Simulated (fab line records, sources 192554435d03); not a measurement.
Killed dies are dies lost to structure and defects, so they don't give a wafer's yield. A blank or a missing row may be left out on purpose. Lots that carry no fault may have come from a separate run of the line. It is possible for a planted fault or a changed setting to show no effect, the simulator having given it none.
fab line records ; flow n5Finfet
[record] lots = 7; wafers = 39
route steps=1938 shown WELL_APT@46 FIN_SAQP@96 SD_EPI_P@321 HKMG_FIN@414 MOL_CONTACT_COAG@608 BEOL_M0_SAQP@677 BEOL_M2@857 BEOL_M4@1064 BEOL_M6@1194 BEOL_M9@1401 BEOL_M10@1482 BEOL_M12@1649 BEOL_M15@1808 PAD_METAL@1895 PASSIVATION@1936
startH: hours from the record's first day to the start of the lot's first wafer shown ; waitH: hours since the lot's step before ; " repeats the value in the row above ; L1.1+2: a single row standing in for several wafers ; - value missing, or start not given ; * or withheld: withheld ; < > ~ a bound
route shown NAME@n: NAME is a module with steps in the file, n the number in the route of the first one ; usual: mean/standard deviation taken from wafers without a fault ; same: alike in all rows ; chamber/n: place in a boat ; sites: each site's reading ; _std_site: standard deviation across them ; _edge_site: the outer-site mean with the inner-site mean subtracted ; radiusMm: how far each site lies from the wafer's centre ; mask NAME#n: copy n ; behind: the most recent tool/chamber to have shaped the wafer ; hold: why the lot went on hold/how many hours it stayed there/how the hold came to an end ; device: whichever transistor did not switch (one of n, p or np) ; end of line: tests of these same wafers at the route's end ; step lacking rows: just its recipe ; killed: count of dies lost to structure and defects at first sort (not the wafer's yield) ; map: per-die view of a wafer (x killed, . not killed, _ where there is no die)
set.NAME: the setting the step ran with; set.NAME@STEP: the setting that earlier step ran with ; model.NAME: the simulator's own value behind a step, which no gauge read
lots whose settings were changed on purpose; a table a step, a row a wafer
[[steps]]
[step N5_WELL_APT_DESCUM_30]
[recipe] chemistry = O2; timeS = 7.9; sourcePowerW = 50; biasPowerW = 20; pressureMtorr = 20; rfFrequencyHz = 2.712e+07; tempC = 40; o2FlowSccm = 225
[step N5_FIN_SAQP_HM_DEP_03]
[recipe] material = SiNx; targetThkA = 380; tempC = 400; precursor = SiH4/NH3/N2; pressureTorr = 1.5; rfW = 300; timeS = 33.6
[step N5_SD_EPI_P_EPI_21]
[recipe] material = SiGe:B; dopant = B; tempC = 550; pressureTorr = 20; ambient = H2; timeS = 355
[step N5_HKMG_FIN_RTA_80]
[recipe] tempC = withheld; timeS = 2; ambient = N2; idleTempC = 600; rampUpCPerS = 150; rampDownCPerS = 60; coolToC = 600
[step N5_MOL_CONTACT_COAG_ALD_133]
[recipe] material = SiO2; targetThkA = 50; tempC = 100; aldPrecursorFamily = BDEAS; aldCoReactant = O2-plasma; pulseTimeS = 1; coReactantPulseTimeS = 1; purgeTimeS = 2; coReactantPurgeTimeS = 2; aldCycles = 35; pressureTorr = 2
[step N5_BEOL_M0_SAQP_SPACER2_ETCHBACK_27]
[recipe] chemistry = CHF3/O2; mode = anisotropicEtchback; target = SiO2; targetDepthA = 225; timeS = 11.25; pressureMtorr = 30; sourceW = 650; biasW = 170; Ar_flow_sccm = 200; CHF3_flow_sccm = 50; O2_flow_sccm = 5; ionEnergyEv = 200
[step N5_BEOL_M2_DESCUM_16]
[recipe] chemistry = O2; timeS = 7; sourcePowerW = 50; biasPowerW = 20; pressureMtorr = 20; rfFrequencyHz = 2.712e+07; tempC = 40; resist = CAR-EUV; o2FlowSccm = 225
[step N5_BEOL_M4_ETCH_70]
[recipe] chemistry = N2/H2; target = SOC; targetDepthA = 800; overetchA = 240; maskMaterial = SiARC; tempC = 40; timeS = 130; ionEnergyEv = 200; pressureMtorr = 30; sourceW = 840; biasW = 150; n2FlowSccm = 200; h2FlowSccm = 200
[step N5_BEOL_M6_ILD_DEP_00]
[recipe] material = SiCOH_lowk; targetThkA = 1797.5; tempC = 300; precursor = DEMS/porogen; pressureTorr = 5; rfW = 500; timeS = 33.4
[step N5_BEOL_M9_ILD_DEP_00]
[recipe] material = SiCOH_lowk; targetThkA = 3085.1; tempC = 300; precursor = DEMS/porogen; pressureTorr = 5; rfW = 500; timeS = 58
[step N5_BEOL_M10_DEVELOP_10]
[recipe] developTimeS = 30; developer = TMAH; resist = CAR-ArF; rinseLiquid = diw; dry = airSpin; devTempC = 23
[step N5_BEOL_M12_SPUTTER_44]
[recipe] material = Ta; targetThkA = 100; tempC = 50; biasV = 80; powerW = 15000; chamberPressurePa = 0.07; timeS = 16.13
[step N5_BEOL_M15_ETCH_61]
[recipe] chemistry = N2/H2; target = BARC; targetDepthA = 890; overetchA = 267; timeS = 67.9; ionEnergyEv = 200; pressureMtorr = 30; sourceW = 840; biasW = 150; n2FlowSccm = 200; h2FlowSccm = 200
[step N5_PASSIVATION_SPUTTER_20]
[recipe] material = TaN; targetThkA = 500; tempC = 25; chamberPressurePa = 0.4
[step N5_PASSIVATION_PROBE_49]
[usual] killed_at_M0_to_M3 = 36/10; sort_bin_5_function = 5.2/0.98
lot.wafer;tool;chamber;startH;waitH;set.timeS@WELL_APT_DESCUM_30;set.timeS@FIN_SAQP_HM_DEP_03;set.timeS@SD_EPI_P_EPI_21;set.timeS@HKMG_FIN_RTA_80;set.aldCycles@MOL_CONTACT_COAG_ALD_133;set.timeS@BEOL_M0_SAQP_SPACER2_ETCHBACK_27;set.timeS@BEOL_M2_DESCUM_16;set.targetDepthA@BEOL_M4_ETCH_70;set.targetThkA@BEOL_M6_ILD_DEP_00;set.timeS@BEOL_M9_ILD_DEP_00;set.developTimeS@BEOL_M10_DEVELOP_10;set.timeS@BEOL_M12_SPUTTER_44;set.timeS@BEOL_M15_ETCH_61;set.targetThkA@PASSIVATION_SPUTTER_20;killed_at_M0_to_M3;sort_bin_5_function[%]
L074.1;prober-01;-;259.79;0.0;3.379;45.38;355;0.9513;56;11.25;7;800;1348;58;30;16.13;67.9;500;32;96.2
L074.2;prober-01;-;259.84;0.1;7.9;33.6;431.2;0.9513;35;13.64;7;800;1797.5;58;30;10.8;36.24;500;33;96.7
L074.3;prober-01;-;259.89;0.1;7.9;33.6;431.2;2;56;13.64;7;800;1348;58;30;10.8;67.9;500;52;96.3
L074.4;prober-01;-;259.94;0.2;3.379;45.38;431.2;0.9513;35;11.25;7;800;1348;58;21.37;10.8;36.24;500;23;96.5
L074.5;prober-01;-;259.99;0.2;3.379;33.6;355;2;35;11.25;7;800;1797.5;58;21.37;16.13;36.24;500;30;97.5
L074.6;prober-01;-;260.04;0.3;7.9;45.38;355;2;56;13.64;7;800;1797.5;58;21.37;16.13;67.9;500;40;96.0
L077.2;prober-01;-;278.46;0.1;7.9;33.6;355;2;35;11.25;7;800;1797.5;58;30;16.13;67.9;500;41;4.7
L077.4;prober-01;-;278.56;0.2;7.9;33.6;355;2;35;11.25;7;800;1797.5;58;30;16.13;67.9;500;30;5.8
L077.5;prober-01;-;278.61;0.2;7.9;33.6;355;2;35;11.25;7;800;1797.5;58;30;16.13;67.9;500;51;5.8
L079.1;prober-02;-;280.17;0.0;7.9;33.6;278.6;2.552;15;11.25;7;800;768.1;81.54;38.43;21.21;94.87;792.7;43;5.3
L079.2;prober-02;-;280.22;0.1;7.9;22.56;278.6;2;15;8.086;4.952;800;1797.5;58;30;16.13;67.9;500;28;3.8
L079.3;prober-02;-;280.27;0.1;7.9;22.56;355;2;15;11.25;4.952;977.6;1797.5;81.54;38.43;16.13;67.9;500;19;4.5
L079.4;prober-02;-;280.32;0.2;7.9;33.6;278.6;2.552;35;8.086;7;977.6;1797.5;58;30;21.21;94.87;500;33;4.7
L079.5;prober-02;-;280.37;0.2;7.9;33.6;355;2;35;8.086;7;977.6;768.1;81.54;30;16.13;94.87;792.7;19;4.9
L079.6;prober-02;-;280.42;0.3;7.9;22.56;355;2.552;35;11.25;4.952;800;768.1;58;38.43;21.21;67.9;792.7;30;4.7
L088.1;prober-01;-;422.01;0.0;10.28;33.6;546.2;2;43;13.43;5.498;800;1797.5;90.89;30;16.13;67.9;500;38;95.9
L088.2;prober-01;-;422.06;0.1;7.9;26.09;355;2;35;13.43;7;800;1797.5;58;30;21.01;35.42;500;39;95.9
L088.3;prober-01;-;422.11;0.1;10.28;26.09;355;2;43;11.25;5.498;800;1797.5;58;30;16.13;67.9;690.1;55;21.9
L088.4;prober-01;-;422.16;0.2;10.28;33.6;355;2;35;11.25;7;800;1797.5;90.89;30;16.13;35.42;690.1;37;96.2
L088.5;prober-01;-;422.21;0.2;7.9;26.09;546.2;2;35;13.43;5.498;800;1797.5;58;30;21.01;35.42;690.1;47;95.8
L088.6;prober-01;-;422.26;0.3;7.9;33.6;546.2;2;43;11.25;7;800;1797.5;90.89;30;21.01;67.9;500;38;96.2
L091.1;prober-01;-;448.83;0.0;7.9;33.6;412.2;3.009;35;11.25;7;375.7;1797.5;58;30;16.13;67.9;671.6;35;5.3
L091.2;prober-01;-;448.88;0.1;11.19;33.6;355;2;35;11.25;10.1;375.7;1797.5;92.21;37.27;16.13;67.9;500;46;96.2
L091.3;prober-01;-;448.93;0.1;7.9;33.6;412.2;2;22;14.14;7;375.7;1797.5;58;37.27;16.13;67.9;500;46;5.1
L091.4;prober-01;-;448.98;0.2;11.19;33.6;355;3.009;35;14.14;7;800;1797.5;92.21;30;16.13;67.9;500;25;96.8
L091.5;prober-01;-;449.03;0.2;7.9;33.6;355;3.009;22;14.14;10.1;800;1797.5;92.21;37.27;16.13;67.9;671.6;43;9.1
L091.6;prober-01;-;449.08;0.3;11.19;33.6;412.2;2;22;11.25;10.1;800;1797.5;58;30;16.13;67.9;671.6;55;5.2
L090.1;prober-01;-;459.56;0.0;7.9;20.07;156.3;2;27;4.831;5.512;800;950.3;58;30;13;79.71;359.2;941;80.8
L090.2;prober-01;-;459.61;0.1;7.9;20.07;355;2;35;11.25;7;800;950.3;58;30;13;67.9;500;58;6.3
L090.3;prober-01;-;459.66;0.1;7.9;33.6;355;2.417;27;11.25;5.512;800;1797.5;58;30;16.13;67.9;500;40;6.6
L090.4;prober-01;-;459.71;0.2;7.9;20.07;156.3;2.417;35;11.25;7;800;950.3;58;30;16.13;79.71;500;37;3.9
L090.5;prober-01;-;459.76;0.2;7.9;33.6;355;2;35;4.831;5.512;800;1797.5;58;30;13;67.9;359.2;1118;96.3
L090.6;prober-01;-;459.81;0.3;7.9;33.6;156.3;2.417;27;4.831;7;800;1797.5;58;30;16.13;79.71;359.2;1121;95.8
L092.1;prober-01;-;468.27;0.0;7.9;48.56;355;1.073;35;11.25;10.57;800;2362;58;22.8;16.13;90.66;229.5;53;6.5
L092.2;prober-01;-;468.32;0.1;7.9;48.56;355;1.073;35;11.25;7;800;1797.5;58;22.8;9.967;67.9;500;33;5.3
L092.3;prober-01;-;468.37;0.1;7.9;33.6;355;1.073;35;5.66;7;800;2362;84.84;30;9.967;90.66;229.5;1111;96.4
L092.4;prober-01;-;468.42;0.2;7.9;48.56;355;2;35;5.66;10.57;800;1797.5;58;30;16.13;67.9;500;1104;96.0
L092.5;prober-01;-;468.47;0.2;7.9;33.6;355;2;35;5.66;7;800;1797.5;84.84;22.8;16.13;90.66;500;1079;95.5
L092.6;prober-01;-;468.52;0.3;7.9;33.6;355;2;35;11.25;10.57;800;2362;84.84;30;9.967;67.9;229.5;31;96.9
// killed by level:class
L074.1 MOL_CONTACT_COAG:areaAld=1084 STI_FIN_REVEAL:geometricParticle:open=11 GATE_CUT:geometricParticle:short=11 BEOL_M3:geometricParticle:open=9 MOL_CONTACT_COAG:geometricParticle:open=8 BEOL_M2:geometricParticle:open=8 GATE_CUT:geometricParticle:open=6 BEOL_M1:geometricParticle:open=6
L074.2 BEOL_M15:areaEtch=1077 MOL_CONTACT_COAG:geometricParticle:open=19 BEOL_M1:geometricParticle:open=8 GATE_CUT:geometricParticle:short=7 BEOL_M4:geometricParticle:open=7 BEOL_M3:geometricParticle:open=6 STI_FIN_REVEAL:geometricParticle:open=5 BEOL_M2:geometricParticle:open=5
L074.3 MOL_CONTACT_COAG:areaAld=1079 BEOL_M3:geometricParticle:open=19 BEOL_M0_SAQP:geometricParticle:short=11 STI_FIN_REVEAL:geometricParticle:open=8 GATE_CUT:geometricParticle:open=5 GATE_CUT:geometricParticle:short=5 BEOL_M0_SAQP:geometricParticle:open=5 BEOL_M2:geometricParticle:open=5
L074.4 BEOL_M15:areaEtch=1096 STI_FIN_REVEAL:geometricParticle:open=11 MOL_CONTACT_COAG:geometricParticle:open=9 BEOL_M3:geometricParticle:open=7 BEOL_M4:geometricParticle:open=7 GATE_CUT:geometricParticle:open=4 MOL_CONTACT_COAG:geometricParticle:short=4 BEOL_M1:geometricParticle:open=4
L074.5 BEOL_M15:areaEtch=1100 STI_FIN_REVEAL:geometricParticle:open=17 BEOL_M3:geometricParticle:open=8 MOL_CONTACT_COAG:geometricParticle:open=6 BEOL_M2:geometricParticle:open=6 BEOL_M1:geometricParticle:open=5 MOL_CONTACT_COAG:geometricParticle:short=3 BEOL_M0:geometricParticle:open=3
L074.6 MOL_CONTACT_COAG:areaAld=1082 BEOL_M0_SAQP:geometricParticle:open=15 STI_FIN_REVEAL:geometricParticle:open=11 FIN_SAQP:geometricParticle:short=8 MOL_CONTACT_COAG:geometricParticle:open=8 BEOL_M3:geometricParticle:open=8 BEOL_M0_SAQP:geometricParticle:short=7 BEOL_M2:geometricParticle:open=5
L077.2 MOL_CONTACT_COAG:geometricParticle:open=18 FIN_SAQP:geometricParticle:short=13 BEOL_M2:geometricParticle:open=12 BEOL_M0_SAQP:geometricParticle:short=9 FIN_SAQP:geometricParticle:open=8 BEOL_M0_SAQP:geometricParticle:open=8 GATE_CUT:geometricParticle:short=5 DUMMY_GATE:geometricParticle:open=4
L077.4 MOL_CONTACT_COAG:geometricParticle:open=16 FIN_SAQP:geometricParticle:short=9 BEOL_M0_SAQP:geometricParticle:short=7 FIN_SAQP:geometricParticle:open=5 BEOL_M0_SAQP:geometricParticle:open=5 BEOL_M3:geometricParticle:short=5 GATE_CUT:geometricParticle:short=4 BEOL_M2:geometricParticle:open=4
L077.5 BEOL_M0_SAQP:geometricParticle:open=16 BEOL_M0_SAQP:geometricParticle:short=11 FIN_SAQP:geometricParticle:open=10 MOL_CONTACT_COAG:geometricParticle:open=10 BEOL_M3:geometricParticle:open=8 BEOL_M2:geometricParticle:open=7 FIN_SAQP:geometricParticle:short=6 STI_FIN_REVEAL:geometricParticle:open=6
L079.1 MOL_CONTACT_COAG:areaAld=1080 BEOL_M0_SAQP:geometricParticle:open=14 BEOL_M0_SAQP:geometricParticle:short=12 FIN_SAQP:geometricParticle:open=9 BEOL_M4:geometricParticle:open=7 FIN_SAQP:geometricParticle:short=6 STI_FIN_REVEAL:geometricParticle:open=5 BEOL_M2:geometricParticle:open=5
L079.2 MOL_CONTACT_COAG:areaAld=1108 BEOL_M0_SAQP:geometricParticle:short=8 BEOL_M2:geometricParticle:open=8 MOL_CONTACT_COAG:geometricParticle:open=7 BEOL_M0_SAQP:geometricParticle:open=4 BEOL_M3:geometricParticle:open=4 FIN_SAQP:geometricParticle:short=3 FIN_CUT:geometricParticle:short=3
L079.3 MOL_CONTACT_COAG:areaAld=1084 STI_FIN_REVEAL:geometricParticle:open=9 MOL_CONTACT_COAG:geometricParticle:open=9 FIN_SAQP:geometricParticle:open=7 FIN_SAQP:geometricParticle:short=7 BEOL_M0_SAQP:geometricParticle:open=5 BEOL_M0_SAQP:geometricParticle:short=5 DUMMY_GATE:geometricParticle:open=4
L079.4 FIN_SAQP:geometricParticle:open=12 STI_FIN_REVEAL:geometricParticle:open=8 BEOL_M0_SAQP:geometricParticle:short=8 BEOL_M0_SAQP:geometricParticle:open=8 BEOL_M3:geometricParticle:open=7 FIN_SAQP:geometricParticle:short=6 MOL_CONTACT_COAG:geometricParticle:open=5 BEOL_M2:geometricParticle:open=5
L079.5 BEOL_M6:areaDep=1091 MOL_CONTACT_COAG:geometricParticle:open=8 BEOL_M9:areaEtch=8 BEOL_M0_SAQP:geometricParticle:short=6 GATE_CUT:geometricParticle:short=6 FIN_SAQP:geometricParticle:open=5 FIN_SAQP:geometricParticle:short=5 BEOL_M4:geometricParticle:open=5
L079.6 BEOL_M6:areaDep=1082 MOL_CONTACT_COAG:geometricParticle:open=18 BEOL_M0_SAQP:geometricParticle:open=7 STI_FIN_REVEAL:geometricParticle:open=6 GATE_CUT:geometricParticle:short=6 BEOL_M2:geometricParticle:open=6 FIN_SAQP:geometricParticle:short=5 BEOL_M0_SAQP:geometricParticle:short=5
L088.1 BEOL_M9:areaEtch=1041 MOL_CONTACT_COAG:areaAld=30 STI_FIN_REVEAL:geometricParticle:open=14 BEOL_M0_SAQP:geometricParticle:open=11 MOL_CONTACT_COAG:geometricParticle:open=8 BEOL_M2:geometricParticle:open=8 BEOL_M3:geometricParticle:open=8 BEOL_M0_SAQP:geometricParticle:short=7
L088.2 BEOL_M15:areaEtch=1072 BEOL_M0_SAQP:geometricParticle:short=16 STI_FIN_REVEAL:geometricParticle:open=12 BEOL_M0_SAQP:geometricParticle:open=10 FIN_SAQP:geometricParticle:open=8 BEOL_M4:geometricParticle:short=7 MOL_CONTACT_COAG:geometricParticle:open=6 BEOL_M4:geometricParticle:open=5
L088.3 PAD_METAL:areaSputter=871 MOL_CONTACT_COAG:areaAld=190 BEOL_M0_SAQP:geometricParticle:short=17 MOL_CONTACT_COAG:geometricParticle:open=13 BEOL_M0_SAQP:geometricParticle:open=13 BEOL_M3:geometricParticle:open=12 BEOL_M1:geometricParticle:open=8 DUMMY_GATE:geometricParticle:open=6
L088.4 BEOL_M9:areaEtch=1063 FIN_SAQP:geometricParticle:open=23 STI_FIN_REVEAL:geometricParticle:open=13 MOL_CONTACT_COAG:geometricParticle:open=11 BEOL_M0_SAQP:geometricParticle:open=9 BEOL_M3:geometricParticle:open=7 BEOL_M1:geometricParticle:open=6 BEOL_M0_SAQP:geometricParticle:short=6
L088.5 BEOL_M15:areaEtch=1065 BEOL_M0_SAQP:geometricParticle:short=16 MOL_CONTACT_COAG:geometricParticle:open=15 BEOL_M0_SAQP:geometricParticle:open=7 STI_FIN_REVEAL:geometricParticle:open=6 GATE_CUT:geometricParticle:short=6 STARTING-WAFER:geometricParticle:short=6 BEOL_M0:geometricParticle:open=5
L088.6 BEOL_M9:areaEtch=1049 MOL_CONTACT_COAG:areaAld=31 FIN_SAQP:geometricParticle:open=16 BEOL_M1:geometricParticle:open=9 GATE_CUT:geometricParticle:short=8 MOL_CONTACT_COAG:geometricParticle:open=8 BEOL_M0_SAQP:geometricParticle:short=7 BEOL_M0_SAQP:geometricParticle:open=6
L091.1 PAD_METAL:areaSputter=1046 MOL_CONTACT_COAG:geometricParticle:open=9 BEOL_M0_SAQP:geometricParticle:open=9 BEOL_M0_SAQP:geometricParticle:short=9 FIN_SAQP:geometricParticle:short=7 BEOL_M1:geometricParticle:open=7 BEOL_M4:geometricParticle:open=7 BEOL_M2:geometricParticle:open=6
L091.2 BEOL_M9:areaEtch=1046 STI_FIN_REVEAL:geometricParticle:open=16 BEOL_M0_SAQP:geometricParticle:short=12 FIN_SAQP:geometricParticle:short=10 BEOL_M0_SAQP:geometricParticle:open=10 BEOL_M2:geometricParticle:open=10 BEOL_M4:geometricParticle:open=9 FIN_SAQP:geometricParticle:open=8
L091.3 MOL_CONTACT_COAG:areaAld=1048 BEOL_M0_SAQP:geometricParticle:open=18 BEOL_M0_SAQP:geometricParticle:short=14 STI_FIN_REVEAL:geometricParticle:open=12 MOL_CONTACT_COAG:geometricParticle:open=8 BEOL_M1:geometricParticle:open=7 BEOL_M4:geometricParticle:open=6 FIN_SAQP:geometricParticle:open=5
L091.4 BEOL_M9:areaEtch=1077 STI_FIN_REVEAL:geometricParticle:open=14 GATE_CUT:geometricParticle:short=9 BEOL_M0_SAQP:geometricParticle:open=9 BEOL_M4:geometricParticle:open=8 FIN_SAQP:geometricParticle:open=7 BEOL_M0_SAQP:geometricParticle:short=7 FIN_SAQP:geometricParticle:short=6
L091.5 MOL_CONTACT_COAG:areaAld=1014 BEOL_M9:areaEtch=35 MOL_CONTACT_COAG:geometricParticle:open=14 BEOL_M0_SAQP:geometricParticle:short=13 BEOL_M4:geometricParticle:open=12 STI_FIN_REVEAL:geometricParticle:open=11 BEOL_M0_SAQP:geometricParticle:open=10 FIN_SAQP:geometricParticle:open=9
L091.6 MOL_CONTACT_COAG:areaAld=1023 PAD_METAL:areaSputter=27 BEOL_M2:geometricParticle:open=15 STI_FIN_REVEAL:geometricParticle:open=12 FIN_SAQP:geometricParticle:open=11 BEOL_M0_SAQP:geometricParticle:short=10 BEOL_M0_SAQP:geometricParticle:open=8 BEOL_M4:geometricParticle:open=8
L090.1 BEOL_M0_SAQP:areaEtchback=899 MOL_CONTACT_COAG:areaAld=174 BEOL_M0_SAQP:geometricParticle:open=15 MOL_CONTACT_COAG:geometricParticle:open=14 BEOL_M0_SAQP:geometricParticle:short=13 FIN_SAQP:geometricParticle:open=9 BEOL_M4:geometricParticle:open=6 FIN_SAQP:geometricParticle:short=5
L090.2 BEOL_M6:areaDep=1004 BEOL_M0_SAQP:geometricParticle:short=15 BEOL_M3:geometricParticle:open=12 BEOL_M1:geometricParticle:open=10 FIN_SAQP:geometricParticle:open=8 BEOL_M0_SAQP:geometricParticle:open=8 FIN_SAQP:geometricParticle:short=7 STI_FIN_REVEAL:geometricParticle:open=6
L090.3 MOL_CONTACT_COAG:areaAld=175 BEOL_M0_SAQP:geometricParticle:open=18 FIN_SAQP:geometricParticle:short=15 STI_FIN_REVEAL:geometricParticle:open=11 BEOL_M4:geometricParticle:open=9 BEOL_M0_SAQP:geometricParticle:short=9 FIN_SAQP:geometricParticle:open=7 BEOL_M3:geometricParticle:open=5
L090.4 BEOL_M6:areaDep=1079 BEOL_M3:geometricParticle:open=10 BEOL_M0_SAQP:geometricParticle:short=9 BEOL_M0_SAQP:geometricParticle:open=9 FIN_SAQP:geometricParticle:short=8 MOL_CONTACT_COAG:geometricParticle:open=8 BEOL_M4:geometricParticle:open=5 FIN_SAQP:geometricParticle:open=4
L090.5 BEOL_M0_SAQP:areaEtchback=1073 BEOL_M0_SAQP:geometricParticle:open=16 FIN_SAQP:geometricParticle:short=10 BEOL_M0_SAQP:geometricParticle:short=10 MOL_CONTACT_COAG:geometricParticle:open=9 BEOL_M3:geometricParticle:open=8 BEOL_M4:geometricParticle:open=7 STI_FIN_REVEAL:geometricParticle:open=6
L090.6 BEOL_M0_SAQP:areaEtchback=1071 BEOL_M0_SAQP:geometricParticle:open=16 MOL_CONTACT_COAG:areaAld=15 BEOL_M2:geometricParticle:open=14 BEOL_M0_SAQP:geometricParticle:short=8 FIN_SAQP:geometricParticle:open=6 FIN_SAQP:geometricParticle:short=6 STI_FIN_REVEAL:geometricParticle:open=5
L092.1 BEOL_M0_SAQP:geometricParticle:open=17 MOL_CONTACT_COAG:geometricParticle:open=15 BEOL_M0_SAQP:geometricParticle:short=14 BEOL_M2:geometricParticle:open=10 BEOL_M4:geometricParticle:open=10 FIN_SAQP:geometricParticle:short=9 STI_FIN_REVEAL:geometricParticle:open=8 BEOL_M3:geometricParticle:open=6
L092.2 BEOL_M4:geometricParticle:open=17 FIN_SAQP:geometricParticle:short=10 HKMG_FIN:areaEtch=9 FIN_SAQP:geometricParticle:open=8 BEOL_M0_SAQP:geometricParticle:open=7 BEOL_M2:geometricParticle:open=7 STI_FIN_REVEAL:geometricParticle:open=6 BEOL_M0_SAQP:geometricParticle:short=6
L092.3 BEOL_M0_SAQP:areaEtchback=1065 MOL_CONTACT_COAG:geometricParticle:open=12 FIN_SAQP:geometricParticle:short=10 BEOL_M0_SAQP:geometricParticle:short=10 BEOL_M3:geometricParticle:open=9 BEOL_M0_SAQP:geometricParticle:open=7 BEOL_M4:geometricParticle:open=7 FIN_SAQP:geometricParticle:open=6
L092.4 BEOL_M0_SAQP:areaEtchback=1071 BEOL_M4:geometricParticle:open=19 STI_FIN_REVEAL:geometricParticle:open=10 MOL_CONTACT_COAG:geometricParticle:open=10 BEOL_M0_SAQP:geometricParticle:open=8 BEOL_M3:geometricParticle:open=6 FIN_SAQP:geometricParticle:short=5 BEOL_M2:geometricParticle:open=5
L092.5 BEOL_M0_SAQP:areaEtchback=1050 FIN_SAQP:geometricParticle:short=16 FIN_SAQP:geometricParticle:open=15 STI_FIN_REVEAL:geometricParticle:open=13 MOL_CONTACT_COAG:geometricParticle:open=12 BEOL_M4:geometricParticle:open=11 BEOL_M0_SAQP:geometricParticle:open=7 STARTING-WAFER:geometricParticle:short=6
L092.6 BEOL_M9:areaEtch=1084 BEOL_M4:geometricParticle:open=12 FIN_SAQP:geometricParticle:open=11 BEOL_M0_SAQP:geometricParticle:short=8 BEOL_M0_SAQP:geometricParticle:open=7 BEOL_M2:geometricParticle:open=6 FIN_SAQP:geometricParticle:short=5 GATE_CUT:geometricParticle:short=5
[[key]]
[split] step = N5_WELL_APT_DESCUM_30; setting = timeS; statedAs = 7.9
response none clear
[split] step = N5_FIN_SAQP_HM_DEP_03; setting = timeS; statedAs = 33.6
response none clear
[split] step = N5_SD_EPI_P_EPI_21; setting = timeS; statedAs = 355
response none clear
[split] step = N5_HKMG_FIN_RTA_80; setting = timeS; statedAs = 2
response none clear
[split] step = N5_MOL_CONTACT_COAG_ALD_133; setting = aldCycles; statedAs = 35
response none clear
[split] step = N5_BEOL_M0_SAQP_SPACER2_ETCHBACK_27; setting = timeS; statedAs = 11.25
[response] step = N5_PASSIVATION_PROBE_49; reading = killed_at_M0_to_M3; slope = -15.5; per = 1%; togetherWith = all; explained = 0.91
[response] step = N5_PASSIVATION_PROBE_49; reading = sort_bin_5_function; slope = -1.17; per = 1%; togetherWith = all; explained = 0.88
[split] step = N5_BEOL_M2_DESCUM_16; setting = timeS; statedAs = 7
response none clear
[split] step = N5_BEOL_M4_ETCH_70; setting = targetDepthA; statedAs = 800
response none clear
[split] step = N5_BEOL_M6_ILD_DEP_00; setting = targetThkA; statedAs = 1797.5
response none clear
[split] step = N5_BEOL_M9_ILD_DEP_00; setting = timeS; statedAs = 58
response none clear
[split] step = N5_BEOL_M10_DEVELOP_10; setting = developTimeS; statedAs = 30
response none clear
[split] step = N5_BEOL_M12_SPUTTER_44; setting = timeS; statedAs = 16.13
response none clear
[split] step = N5_BEOL_M15_ETCH_61; setting = timeS; statedAs = 67.9
[response] step = N5_PASSIVATION_PROBE_49; reading = sort_bin_5_function; slope = -1.04; per = 1%; togetherWith = all; explained = 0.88
[split] step = N5_PASSIVATION_SPUTTER_20; setting = targetThkA; statedAs = 500
response none clear
